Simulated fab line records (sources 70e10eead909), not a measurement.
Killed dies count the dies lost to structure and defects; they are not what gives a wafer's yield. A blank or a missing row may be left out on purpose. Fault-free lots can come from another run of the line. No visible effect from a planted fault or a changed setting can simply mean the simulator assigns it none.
Shared-tool check	flow nand harc	2 lots and 6 wafers in the sample

== WHY IT WAS OPENED ==
At NHARC_END_SORT_01 the reading killed at array is flagged on 2 of 2 lots. Wafers without a fault read 56, standard deviation 18.
Rule: flag the lot when none of its wafers has a number, or when each of its wafers that has one lies beyond 4 standard deviations from that mean. As for the other lots, they are considered sound.

lot	measured	on	killed at array, wafer by wafer	flag
L202	day 29 12:19	prober-02	666 667 671	FLAGGED
L204	day 30 05:56	prober-02	672 672 673	FLAGGED
The numbers of the flagged lots are 670 on average: +614 against the usual, or +34 standard deviations.

== TOOL THAT RAN EACH LOT ==
The record holds 2 process steps before the reading, out of a route of 1302 steps. In each cell: the tool, then ch and the chambers that the sampled wafers went through, then the start.
lot	flag	NHARC_A_CONTACT_DEP_57	NHARC_A_BONDPAD_STRIP_15
L202	FLAGGED	acl dep-01 ch 0, day 26 14:13	no row
L204	FLAGGED	acl dep-01 ch 0, day 27 07:08	no row
What these steps do:
- NHARC_A_CONTACT_DEP_57: deposits aC, target thk 5300 nm.
- NHARC_A_BONDPAD_STRIP_15: strips in O2.
- NHARC_END_SORT_01

== FLAGGED AGAINST TOTAL, ONE TOOL AT A TIME (gauges that did the reading follow at the end) ==
step	tool	lots run	flagged	share of the flagged lots	sound lots run after its first flagged lot
NHARC_A_CONTACT_DEP_57	acl dep-01	2	2	all	0
NHARC_END_SORT_01	prober-02	2	2	all	0

== THE TABLE: WHAT IT ALLOWS ==
Every flagged lot went through 2 rows of the table: acl dep-01 at NHARC_A_CONTACT_DEP_57 and prober-02 at NHARC_END_SORT_01.
- acl dep-01 at NHARC_A_CONTACT_DEP_57: 2 of its 2 lots flagged. With no sound lot run before its first flagged lot in this sample, there is nothing to narrow down the start.
- prober-02 at NHARC_END_SORT_01: 2 of its 2 lots flagged. With no sound lot run before its first flagged lot in this sample, there is nothing to narrow down the start.
A lot count leaves these 2 tools indistinguishable: every one of them fits a fault beginning at some hour. More lots, or a look at what each step does to the wafer, might.

== WHAT THE SIMULATOR HAD PUT IN ==
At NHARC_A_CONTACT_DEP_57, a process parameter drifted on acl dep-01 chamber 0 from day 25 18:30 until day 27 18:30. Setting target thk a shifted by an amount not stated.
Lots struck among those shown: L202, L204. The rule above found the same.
